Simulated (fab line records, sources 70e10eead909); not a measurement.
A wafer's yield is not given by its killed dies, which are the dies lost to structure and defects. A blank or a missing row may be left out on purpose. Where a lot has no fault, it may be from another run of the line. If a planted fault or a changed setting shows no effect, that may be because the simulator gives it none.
Problem report, 8D (eight disciplines) form, completed by code	flow nand harc	the parts of the form that need people (team, actions taken, sign-off) are left out

## 1. THE ISSUE
Wafers without a fault read 129.6 nm, standard deviation 0.97; cd nm at NHARC_P_M1_CD_MEAS_09 reads a mean of 136.4 nm on 2 wafers belonging to 2 lots. That is +7.0 standard deviations from the usual mean.
The step: target cd 130 nm.
The first sign was on wafer L217.4 at day 8 10:22, on cd sem-03. Wafers with a number at this step in the record: 36, from 12 lots. Rule for "out", or "out of limits": more than 4 standard deviations from the usual mean. All remaining wafers that have a number are taken as sound.

## 2. WHAT IT IS AND WHAT IT IS NOT
question	is	is not
which readings at this step	cd nm	-
which lots	L217, L218	L208, L210, L211, L213, L214, L225, L226, L227, L229, L230
which wafers of those lots	L217.4, L218.4	L217.1, L217.5, L218.1, L218.2
read on which gauges	cd sem-01, cd sem-03	cd sem-02
when	from day 8 10:22	up to then (17 sound wafers); but 17 sound wafers of L218, L225, L226, L227, L229, L230 came after

## 3. WHAT RULES OUT EACH SUSPECT
Counting: any tool at a process step up to the reading remains a suspect provided it ran every lot that is out. Sound lots after the first of them don't rule it out here, since some wafers of a struck lot are sound.
- the gauge at NHARC_P_M1_CD_MEAS_09 has been ruled out. 2 gauges (cd sem-01, cd sem-03) read the wafers that are out.
- rie diel-04 at NHARC_P_M0_STRIP_18 (strips in N2/H2): kept. It processed each lot that is out (first: L217, day 8 06:55); up to then, its last sound lot is L214 (day 8 00:20).
- rtp anneal-01 at NHARC_P_M0_ANNEAL_30 (time 90 s): kept. It processed each lot that is out (first: L217, day 8 08:10); up to then, its last sound lot is L214 (day 8 01:38).
- litho track-01 at NHARC_P_M1_PEB_07 (peb time 65 s): kept. It processed each lot that is out (first: L217, day 8 10:18); up to then, its last sound lot is L214 (day 8 03:55).
- Within rie diel-04 at NHARC_P_M0_STRIP_18: the wafers that are out ran in chambers 1, 3; their sound lot-mates ran in chambers 0, 2.
Left after counting: rie diel-04 at NHARC_P_M0_STRIP_18, rtp anneal-01 at NHARC_P_M0_ANNEAL_30, litho track-01 at NHARC_P_M1_PEB_07.

## 4. THE CAUSE (what the simulator had put in)
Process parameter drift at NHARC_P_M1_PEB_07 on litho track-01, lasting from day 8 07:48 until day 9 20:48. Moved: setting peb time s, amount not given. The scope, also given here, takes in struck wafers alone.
Counting left 3 suspects, and this tool is among them.

## 5. SEQUENCE OF EFFECTS, ordered by route
One row per reading whose mean, taken over the struck wafers that have a number, lies over 3 standard deviations from the usual. Only readings whose record carries a usual standard deviation are examined. hours: median over the lots of the time between each lot's start at the first step of this table that gives one and its start at this step. sigmas: the change, counted in usual standard deviations.
hours	step	reading	usual	on struck wafers	change	sigmas
0	NHARC_P_M1_CD_MEAS_09	cd nm	129.6 nm	136.4	+6.8	+7.0
Later steps that measure or inspect, where all struck wafers having a row at the step show a number for every such reading and not one has moved that far: NHARC_P_M1_OVL_MEAS_10, NHARC_END_SORT_01.

## 6. WHAT WOULD HAVE CAUGHT IT SOONER
Counted from the fault's start at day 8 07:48, it took 3 hours until the first out-of-limits reading at a measuring or inspecting step in this record, taken at day 8 10:22.
No tool reading at NHARC_P_M1_PEB_07 that has a usual standard deviation in the record was out on any struck wafer, so an alarm limit of 4 standard deviations on those readings would not have fired.
Among the 2 lots that are out, L218 began NHARC_P_M1_PEB_07 on litho track-01 after day 8 10:22. It would have been spared by a hold on the tool at that moment.
